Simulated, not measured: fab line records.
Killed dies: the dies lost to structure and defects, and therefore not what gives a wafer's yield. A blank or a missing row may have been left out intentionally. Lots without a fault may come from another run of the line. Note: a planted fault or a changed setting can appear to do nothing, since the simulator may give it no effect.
Comparing a struck lot with a sound one / flow nand-harc / 14 steps out of a route of 1302
Sound: these wafers, L720.1, L720.5, L720.6. Struck: wafers L730.1, L730.5. At the end, the cause is stated.
Each step with rows lists, per side, the tool, then ch with its chambers, then its first start. Under that, the readings that differ: sound wafers / struck wafers / difference of the means / sigmas: that difference in standard deviations of wafers without a fault.
alike: readings whose means differ by less than 2 such deviations, and words and numbers that are the same on both sides. not compared: withheld readings, readings that some wafer has no value for, bounds like >300 that may hide the same value, and numbers for which the record gives no deviation and whose values overlap.
The two part at a step that has a row with sigmas, a row that says differs or no value, or rows on one side only. When numbers do not overlap yet have no deviation, they are printed without sigmas and do not part them. A reading missing from all wafers of one side parts the sides only when that side holds two or more wafers.

NHARC_A_BLC_DESCUM_15: chemistry O2, time 3 s.
  sound on rie-diel-07 ch 1,2,3, day 23 05:40; struck on rie-diel-07 ch 0, day 27 19:36
  alike: drypump-motor-current-A, mfc-ar-sccm, oes-product-au, rf-vpp-V, showerhead-plenum-p-Torr, throttle-valve-pct
  not compared: rf-hours-counter-h
NHARC_A_BLC_ETCH_16: etches the open film in CF4, target depth 39 nm, time 65 s.
  sound on rie-diel-07 ch 0,1, day 23 05:44; struck on rie-diel-07 ch 1, day 27 19:41
  alike: drypump-motor-current-A, mfc-ar-sccm, oes-product-au, rf-vpp-V, showerhead-plenum-p-Torr, throttle-valve-pct
  not compared: rf-hours-counter-h
NHARC_A_BLC_ETCH_17: etches the open film in N2/H2, target depth 390 nm, time 609.38 s.
  sound: rie-diel-07 ch 0,1; struck: rie-diel-07 ch 1,2
  alike: drypump-motor-current-A, mfc-ar-sccm, oes-product-au, rf-vpp-V, showerhead-plenum-p-Torr, throttle-valve-pct
  not compared: rf-hours-counter-h
then, 1 step without rows for these wafers: NHARC_A_BLC_ETCH_18 (etches the open film in C4F8/O2/Ar, target depth 910 nm).
NHARC_A_BLC_CD_MEAS_19:
  struck on cd-sem-01, day 27 20:34; sound on cd-sem-01, day 23 06:37
  alike: cd-nm
then, 1 step without rows for these wafers: NHARC_A_BLC_STRIP_29 (strips in CF4).
NHARC_A_BLC_STRIP_21: strips in O2.
  sound on rie-diel-13 ch 0,1,3, day 23 06:49; struck on rie-diel-13 ch 0,2, day 27 20:46
  alike: drypump-motor-current-A, mfc-ar-sccm, oes-product-au, rf-vpp-V, showerhead-plenum-p-Torr, throttle-valve-pct
  not compared: rf-hours-counter-h
then, 4 steps without rows for these wafers: NHARC_A_BLC_STRIP_22 (strips in post etch residue remover, time 600 s); NHARC_A_BLC_DEGAS_30 (time 60 s); NHARC_A_BLC_PRE_CLEAN_31 (time 15 s); NHARC_A_BLC_PVD_32 (deposits Ti, target thk 5 nm, time 17.7 s).
NHARC_A_BLC_ALD_23: deposits TiN, target thk 3 nm, pulse time 1 s, ald cycles 150.
  sound on ald-metal-03 ch 0,3, day 23 07:28; struck on ald-metal-04 ch 1,2, day 27 21:26
  alike: heater-power-w, precursor-pulse-height-rel
NHARC_A_BLC_CVD_24: deposits W, target thk 150 nm, time 434 s.
  sound on cvd-w-01 ch 0,1, day 23 07:40; struck on cvd-w-01 ch 0, day 27 21:44
  alike: heater-power-w, mfc-ar-sccm, throttle-valve-pct
NHARC_A_BLC_CMP_25: polishes, t overpolish 30 s, target thk 150 nm.
  sound on cmp-01 ch 0,3, day 23 08:13; struck on cmp-01 ch 3, day 27 22:13
  alike: motor-current-A, overpolish-run-s, retaining-ring-pressure-frac, time-to-endpoint-s
  not compared: pad-life-wafers

== WHERE THEY PART ==
Nowhere in this record.

WHY: what had been put in by the simulator
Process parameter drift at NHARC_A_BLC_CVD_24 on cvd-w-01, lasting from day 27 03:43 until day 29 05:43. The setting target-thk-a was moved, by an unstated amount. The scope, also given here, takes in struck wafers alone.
